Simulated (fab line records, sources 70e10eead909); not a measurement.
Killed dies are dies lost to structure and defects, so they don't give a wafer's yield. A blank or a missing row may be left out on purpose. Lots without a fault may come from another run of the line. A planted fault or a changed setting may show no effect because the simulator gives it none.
Which tool did it? | flow nand_harc | 12 lots, 36 wafers sampled, at 4 steps of a route of 1302

WHAT THE GAUGES READ, wafer by wafer
NHARC_P_M0_CD_MEAS_16.
lot  | measured     | on        | cd_nm (nm)
L075 | day 6 09:42  | cd_sem-03 | 90.3 88.4 89.2
L077 | day 7 08:24  | cd_sem-01 | 90.1 89.0 88.6
L079 | day 8 07:08  | cd_sem-03 | 89.6 91.5 90.7
L081 | day 8 21:04  | cd_sem-01 | 90.9 90.7 90.3
L083 | day 10 00:26 | cd_sem-02 | 89.4 90.0 89.5
L085 | day 10 13:23 | cd_sem-03 | 88.9 89.8 88.0
L087 | day 12 02:34 | cd_sem-02 | 89.8 90.0 90.3
L088 | day 12 03:39 | cd_sem-02 | 89.6 89.6 91.8
L091 | day 13 03:16 | cd_sem-01 | 90.7 91.6 90.4
L093 | day 14 02:26 | cd_sem-02 | 89.8 89.9 90.6
L095 | day 15 01:58 | cd_sem-02 | 90.4 90.8 91.7
L097 | day 15 17:52 | cd_sem-01 | 88.8 88.9 89.1

WHICH TOOL RAN EACH LOT (tool, then ch and the chambers of the sampled wafers, then the start)
lot  | NHARC_P_GATE_RTA_64              | NHARC_P_GATE_DEGAS_109       | NHARC_P_GATE_RTA_80
L075 | rtp_anneal-01 ch 0, day 6 02:04  | pvd_sputter-03, day 6 02:19  | rtp_anneal-02 ch 0, day 6 02:40
L077 | rtp_anneal-02 ch 0, day 7 00:56  | pvd_sputter-02, day 7 01:16  | rtp_anneal-02 ch 0, day 7 01:34
L079 | rtp_anneal-02 ch 0, day 7 23:31  | pvd_sputter-02, day 7 23:47  | rtp_anneal-01 ch 0, day 8 00:07
L081 | rtp_anneal-02 ch 0, day 8 13:09  | pvd_sputter-01, day 8 13:28  | rtp_anneal-01 ch 0, day 8 13:45
L083 | rtp_anneal-01 ch 0, day 9 16:49  | pvd_sputter-03, day 9 17:07  | rtp_anneal-01 ch 0, day 9 17:25
L085 | rtp_anneal-02 ch 0, day 10 05:34 | pvd_sputter-03, day 10 05:50 | rtp_anneal-02 ch 0, day 10 06:20
L087 | rtp_anneal-01 ch 0, day 11 19:00 | pvd_sputter-01, day 11 19:17 | rtp_anneal-01 ch 0, day 11 19:36
L088 | rtp_anneal-02 ch 0, day 11 20:22 | pvd_sputter-03, day 11 20:40 | rtp_anneal-01 ch 0, day 11 20:58
L091 | rtp_anneal-01 ch 0, day 12 19:44 | pvd_sputter-03, day 12 20:03 | rtp_anneal-01 ch 0, day 12 20:20
L093 | rtp_anneal-01 ch 0, day 13 19:04 | pvd_sputter-01, day 13 19:19 | rtp_anneal-02 ch 0, day 13 19:49
L095 | rtp_anneal-02 ch 0, day 14 17:56 | pvd_sputter-03, day 14 18:11 | rtp_anneal-01 ch 0, day 14 18:32
L097 | rtp_anneal-02 ch 0, day 15 10:04 | pvd_sputter-01, day 15 10:21 | rtp_anneal-02 ch 0, day 15 10:40
- NHARC_P_GATE_RTA_64: time 1 s.
- NHARC_P_GATE_DEGAS_109: time 60 s.
- NHARC_P_GATE_RTA_80: time 30 s.

THE ANSWER, worked out from the rows above alone
Rule: what is usual is taken from the lots themselves. Put in order of their means at a reading, lots are off if they are a third of the lots or fewer, leave a main group of 4 or more, and stand apart from it by a gap of 3 or more times the standard deviation of the main group's means; of several such gaps the widest counts. A main group whose means are all the same, to the digits that the tables above print for the reading, isn't used. A lot without any number at a reading at which 4 lots or more have one is off too. The other lots that the step has rows for count as sound.
No lot is off at any reading shown: from this, nothing can be told.

WHAT THE SIMULATOR HAD PUT IN
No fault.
